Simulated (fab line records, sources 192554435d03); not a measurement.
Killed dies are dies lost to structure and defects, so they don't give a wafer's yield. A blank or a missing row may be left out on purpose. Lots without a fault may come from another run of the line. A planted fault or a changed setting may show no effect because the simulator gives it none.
Which tool did it? | flow n5_finfet | 9 lots, 27 wafers sampled, at 5 steps of a route of 1938

WHAT THE GAUGES READ, wafer by wafer
N5_BEOL_M4_RC_MEAS_101.
lot  | measured     | on        | DIBL_N (mV/V)
L823 | day 8 15:58  | prober-01 | 35.9 37.1 37.2
L824 | day 9 02:06  | prober-02 | 34.1 33.4 34.4
L826 | day 9 11:50  | prober-02 | 35.4 35.8 35.4
L829 | day 10 09:09 | prober-01 | 37.4 37.9 38.0
L831 | day 10 11:12 | prober-02 | 35.7 37.4 37.4
L832 | day 10 20:38 | prober-01 | 35.1 35.7 35.5
L834 | day 11 11:40 | prober-02 | 36.8 34.5 35.1
L839 | day 12 15:20 | prober-01 | 34.7 35.2 34.3
L842 | day 13 21:12 | prober-01 | 35.8 32.8 34.9

WHICH TOOL RAN EACH LOT (tool, then ch and the chambers of the sampled wafers, then the start)
lot  | N5_BEOL_M0_SAQP_MANDREL2_REMOVE_110 | N5_BEOL_M0_SAQP_EXPOSE_37         | N5_BEOL_M0_SAQP_DESCUM_45          | N5_BEOL_M0_SAQP_ETCH_73
L823 | rie_si-05 ch 0,2,3, day 6 00:13     | euv_scanner-01 ch 0, day 6 00:41  | rie_diel-04 ch 0,2,3, day 6 00:56  | rie_diel-04 ch 0,2,3, day 6 00:59
L824 | rie_si-04 ch 0,1,2, day 6 04:13     | euv_scanner-01 ch 0, day 6 04:32  | rie_diel-01 ch 1,2,3, day 6 04:47  | rie_diel-01 ch 1,2,3, day 6 04:50
L826 | rie_si-02 ch 1,2, day 7 00:28       | euv_scanner-01 ch 0, day 7 00:45  | rie_diel-01 ch 0,1,3, day 7 01:27  | rie_diel-01 ch 0,1,3, day 7 01:30
L829 | rie_si-05 ch 0,1,3, day 7 16:10     | euv_scanner-01 ch 0, day 7 16:26  | rie_diel-02 ch 0,1,3, day 7 16:42  | rie_diel-02 ch 0,1,3, day 7 16:45
L831 | rie_si-05 ch 0,1,2, day 7 23:17     | euv_scanner-01 ch 0, day 7 23:34  | rie_diel-01 ch 0,1,2, day 7 23:49  | rie_diel-01 ch 0,1,2, day 7 23:52
L832 | rie_si-05 ch 0,1, day 8 09:39       | euv_scanner-02 ch 0, day 8 09:56  | rie_diel-01 ch 0,1,2, day 8 10:11  | rie_diel-01 ch 0,1,2, day 8 10:14
L834 | rie_si-02 ch 1,2,3, day 9 01:53     | euv_scanner-02 ch 0, day 9 02:19  | rie_diel-04 ch 0,2,3, day 9 02:33  | rie_diel-04 ch 0,2,3, day 9 02:36
L839 | rie_si-05 ch 1,2,3, day 10 06:28    | euv_scanner-02 ch 0, day 10 06:45 | rie_diel-01 ch 0,2,3, day 10 07:00 | rie_diel-01 ch 0,2,3, day 10 07:03
L842 | rie_si-02 ch 0,2,3, day 10 21:55    | euv_scanner-02 ch 0, day 10 22:12 | rie_diel-04 ch 0,1,2, day 10 22:31 | rie_diel-04 ch 0,1,2, day 10 22:34
- N5_BEOL_M0_SAQP_MANDREL2_REMOVE_110: chemistry HBr/Cl2/O2, target a-Si, stops on SiCN, bt time 10 s.
- N5_BEOL_M0_SAQP_EXPOSE_37: exposes mask M0 CUT1, target cd 30 nm.
- N5_BEOL_M0_SAQP_DESCUM_45: chemistry O2, time 7 s.
- N5_BEOL_M0_SAQP_ETCH_73: etches SiARC in CF4, target depth 19.5 nm, time 32.5 s.

THE ANSWER, worked out from the rows above alone
Rule: what is usual is taken from the lots themselves. Put in order of their means at a reading, lots are off if they are a third of the lots or fewer, leave a main group of 4 or more, and stand apart from it by a gap of 3 or more times the standard deviation of the main group's means; of several such gaps the widest counts. A main group whose means are all the same, to the digits that the tables above print for the reading, isn't used. A lot without any number at a reading at which 4 lots or more have one is off too. The other lots that the step has rows for count as sound.
No lot is off at any reading shown: from this, nothing can be told.

WHAT THE SIMULATOR HAD PUT IN
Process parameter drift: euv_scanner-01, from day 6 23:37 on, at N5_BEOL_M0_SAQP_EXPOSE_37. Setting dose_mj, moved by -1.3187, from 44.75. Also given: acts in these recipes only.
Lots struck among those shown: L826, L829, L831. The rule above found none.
